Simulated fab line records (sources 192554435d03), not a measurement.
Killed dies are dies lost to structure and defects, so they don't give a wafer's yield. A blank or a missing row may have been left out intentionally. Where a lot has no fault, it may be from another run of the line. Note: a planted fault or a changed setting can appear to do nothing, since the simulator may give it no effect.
Split-lot study ; flow n5Finfet ; on a route of 1938 steps: 7 lots, 21 wafers read

## SPLIT DETAILS
At N5_BEOL_M5_HM_DEP_02 (deposits TiN, target thk 20 nm), the setting targetThkA was moved away from the recipe's 200 angstrom on 5 of the 21 wafers read, by +4.6% to +6.3%. For the rest of the wafers, this setting stayed at what the recipe calls for.

## FROM THE SPLIT TO THE READING: what the file shows between them, 14 steps
- N5_BEOL_M5_EXPOSE_08: exposes mask M5, target cd 28 nm (also split here: doseMj)
- N5_BEOL_M5_PEB_09: peb time 60 s
- N5_BEOL_M5_DEVELOP_10: develop time 30 s
- N5_BEOL_M5_DESCUM_16: chemistry O2, time 7 s
- N5_BEOL_M5_ETCH_72: etches underlayer in N2/H2, target depth 6.5 nm, time 5.2 s
- N5_BEOL_M5_ETCH_61: etches SiARC in CF4, target depth 15.6 nm, time 26 s
- N5_BEOL_M5_ETCH_62: etches SOC in N2/H2, target depth 75 nm, overetch 15 nm, time 112.5 s
- N5_BEOL_M5_STRIP_63: strips in N2/H2
- N5_BEOL_M5_STRIP_73: strips in N2/H2
- N5_BEOL_M5_STRIP_64: strips in CF4
- N5_BEOL_M5_HM_OPEN_17: chemistry Cl2/BCl3, target TiN, target depth 20 nm, overetch 6 nm
- N5_BEOL_M5_STRIP_19: strips in O2
- N5_BEOL_M5_STRIP_85: strips in C4F6/O2
- N5_BEOL_M5_STRIP_36: strips in N2/H2

## THE READING
TiN_of_BEOL_M5_HM_DEP_02.thkNm (the simulator's own value, which no gauge read), in nm, at N5_BEOL_M5_TRENCH_ETCH_37 (etches SiCOH lowk in C4F6/O2, target depth 71.652 nm, time 24.7 s). The file gives no usual value for it. Across the 16 wafers here that went through the recipe, the average is 18.0 nm and the standard deviation 0.18 nm.

wafer;tool, chamber at the split;targetThkA as run, angstrom;against the recipe;TiN_of_BEOL_M5_HM_DEP_02.thkNm, nm;against lot-mates on the recipe
L075.1;pvdSputter-03, -;200;recipe;18;-
L075.2;pvdSputter-03, -;200;recipe;18.2;-
L075.6;pvdSputter-03, -;210.6;+5.3%;19.2;+1.1
L076.1;pvdSputter-01, -;200;recipe;18;-
L076.3;pvdSputter-01, -;209.2;+4.6%;18.8;+0.8
L076.5;pvdSputter-01, -;209.2;+4.6%;18.8;+0.8
L080.2;pvdSputter-03, -;200;recipe;18;-
L080.3;pvdSputter-03, -;200;recipe;18;-
L080.4;pvdSputter-03, -;200;recipe;18;-
L083.3;pvdSputter-02, -;200;recipe;18.2;-
L083.5;pvdSputter-02, -;200;recipe;18.2;-
L083.4;pvdSputter-02, -;200;recipe;18.4;-
L084.1;pvdSputter-02, -;200;recipe;18;-
L084.2;pvdSputter-02, -;212.7;+6.3%;19;+1.0
L084.5;pvdSputter-02, -;212.7;+6.3%;19;+1.0
L092.3;pvdSputter-02, -;200;recipe;18;-
L092.4;pvdSputter-02, -;200;recipe;18;-
L092.5;pvdSputter-02, -;200;recipe;18;-
L094.1;pvdSputter-01, -;200;recipe;17.6;-
L094.4;pvdSputter-01, -;200;recipe;17.8;-
L094.5;pvdSputter-01, -;200;recipe;17.8;-

FIT RESULTS
A straight line over all 21 wafers: TiN_of_BEOL_M5_HM_DEP_02.thkNm changes by +0.172 nm for each +1% of targetThkA; r = +0.92; the points scatter about the line by 0.18 nm.
The same after taking each lot's own level away (the mean of its wafers on the recipe; 21 wafers): +0.171 nm for each +1%; r = +0.98; scatter 0.081 nm.
The reading moves by 1.1 nm for the largest change in targetThkA, on that fit.
Across the lots, their own levels run from 17.73 to 18.27 nm, a range of 3.0 times the standard deviation given above.
The two slopes are in agreement: the lot-to-lot level therefore moves the slope only a little.
Check: with one of the wafers moved furthest among these (+6.3%) left out of the fit, the line predicts +1.12 nm for it against its lot-mates. It came out at +1 nm against them.

## THE OTHER SPLITS THESE WAFERS WENT THROUGH
Note: prior to the reading, these wafers also went through further splits. Each is held against what the fit with the lots' levels taken away leaves over:
other split on the same wafers;wafers away from the commonest value;r with TiN_of_BEOL_M5_HM_DEP_02.thkNm (lot level and that fit taken away)
N5_BEOL_M2_ETCH_64 sourceW;6;-0.15
N5_BEOL_M3_COAT_22 spinRpm;7;+0.02
N5_BEOL_M3_EXPOSE_25 doseMj;9;-0.24
N5_BEOL_M4_EXPOSE_25 doseMj;8;+0.35
N5_BEOL_M4_ETCH_70 biasW;5;+0.34
N5_BEOL_M5_EXPOSE_08 doseMj;6;-0.01

## THE WHOLE CHAIN: every reading that the file lists as answering this split, in the file's order
step;what it does;reading;change (the file's fit);r (the file's)
N5_BEOL_M5_HM_DEP_02;deposits TiN, target thk 20 nm;TiN_of_BEOL_M5_HM_DEP_02.thkNm (the simulator's own value, which no gauge read);+0.202 nm for each +1% of the setting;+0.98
N5_BEOL_M5_HM_OPEN_17;chemistry Cl2/BCl3, target TiN, target depth 20 nm, overetch 6 nm;etch.depthNm (the simulator's own value, which no gauge read);+0.198 nm for each +1% of the setting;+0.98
N5_BEOL_M5_TRENCH_ETCH_37;etches SiCOH lowk in C4F6/O2, target depth 71.652 nm, time 24.7 s;TiN_of_BEOL_M5_HM_DEP_02.thkNm (the simulator's own value, which no gauge read);+0.177 nm for each +1% of the setting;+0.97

## FILE'S OWN FIT
TiN_of_BEOL_M5_HM_DEP_02.thkNm changes by +0.177 nm for each +1% of targetThkA, r = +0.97.
